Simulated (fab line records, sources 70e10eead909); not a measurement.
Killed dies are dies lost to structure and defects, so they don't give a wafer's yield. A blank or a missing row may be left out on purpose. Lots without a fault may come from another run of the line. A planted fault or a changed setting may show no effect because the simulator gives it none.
A struck lot beside a sound one | flow nand_harc | 14 steps out of a route of 1159
Sound: wafers L585.2, L585.4, L585.6. Struck: wafer L590.3. (L590.5, L590.6 of the same lot were not struck and are left out.) The cause comes at the end.
At each step with rows: each side's tool, then ch and its chambers, then its first start. Under that, the readings that differ: sound wafers | struck wafers | difference of the means | sigmas: that difference in standard deviations of wafers without a fault.
alike: readings whose means differ by less than 2 such deviations, and words and numbers that are the same on both sides. not compared: withheld readings, readings that some wafer has no value for, bounds like >300 that may hide the same value, and numbers for which the record gives no deviation and whose values overlap.
The two part at a step that has a row with sigmas, a row that says differs or no value, or rows on one side only. Numbers that don't overlap but have no deviation are shown without sigmas and don't part them. A reading that every wafer of one side lacks parts them only if that side has two wafers or more.

NHARC_P_CONTACT_CD_MEAS_19:
  sound on cd_sem-01, day 6 18:51; struck on cd_sem-01, day 7 11:14
  alike: cd_nm
then, 2 steps without rows for these wafers: NHARC_P_CONTACT_STRIP_28 (strips in O2); NHARC_P_CONTACT_STRIP_29 (strips in post etch residue remover, time 1200 s).
NHARC_P_CONTACT_DEGAS_38: time 60 s.
  sound on pvd_sputter-01, day 6 19:34; struck on pvd_sputter-03, day 7 12:04
  alike: heater_power_w
then, 1 step without rows for these wafers: NHARC_P_CONTACT_PRE_CLEAN_39 (time 19.5 s).
NHARC_P_CONTACT_PVD_32: deposits Ti, target thk 5 nm, time 17.7 s.
  sound on pvd_sputter-01; struck on pvd_sputter-03
  alike: throttle_valve_pct
NHARC_P_CONTACT_ALD_22: deposits TiN, target thk 3 nm, pulse time 1 s, ald cycles 150.
  sound on ald_metal-02 ch 0,1,2, day 6 19:49; struck on ald_metal-02 ch 3, day 7 12:20
  alike: heater_power_w, precursor_pulse_height_rel
NHARC_P_CONTACT_CVD_23: deposits W, target thk 200 nm, time 557 s.
  sound on cvd_w-02 ch 0,1; struck on cvd_w-01 ch 0
  alike: heater_power_w, throttle_valve_pct
NHARC_P_CONTACT_CMP_24: polishes, t overpolish 30 s, target thk 200 nm.
  sound on cmp-02 ch 1,3, day 6 20:41; struck on cmp-02 ch 1, day 7 14:59
  alike: motor_current_A, overpolish_run_s, time_to_endpoint_s
then, 1 step without rows for these wafers: NHARC_P_CONTACT_SRD_26.
NHARC_P_CONTACT_INSPECT_27:
  sound on defect_inspect-01, day 6 21:04; struck on defect_inspect-01, day 7 15:24
  alike: raw_defect_count
NHARC_P_M0_DEP_00: deposits SiOC, target thk 150 nm.
  sound on pecvd-03 ch 0,1,2, day 6 21:07; struck on pecvd-03 ch 1, day 7 15:34
  reading            | sound             | struck | difference | sigmas
  rf_fwd_power_W (W) | 599.2 598.5 596.6 | 691.4  | +93.3      | +52
then, 1 step without rows for these wafers: NHARC_P_M0_DEHYDRATE_01 (time 120 s).
-- the record jumps here: 14 days lie between the struck wafers' starts before and after (it left off in module P_M0 and takes up again in module END, whose first step shown is number 1159 of the route) --
NHARC_END_SORT_01:
  sound on prober-01 ch 0, day 20 19:22; struck on prober-01 ch 0, day 21 11:47
  alike: defect_limited_yield, killed_at_array, killed_at_other, killed_at_periphery, killed_dies, killed_open, killed_short, sort_bin_2_pct, sort_bin_3_pct, sort_bin_4_pct, sort_n_pass, sort_rim_yield_pct, sort_yield_pct

WHERE THEY PART
Only at NHARC_P_M0_DEP_00, within this record. Later steps at which nothing parts them and some readings are alike: NHARC_END_SORT_01.

WHY: what the simulator had put in
Process parameter drift: pecvd-03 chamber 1, from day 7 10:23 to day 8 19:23, at NHARC_P_M0_DEP_00. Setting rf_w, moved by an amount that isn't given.
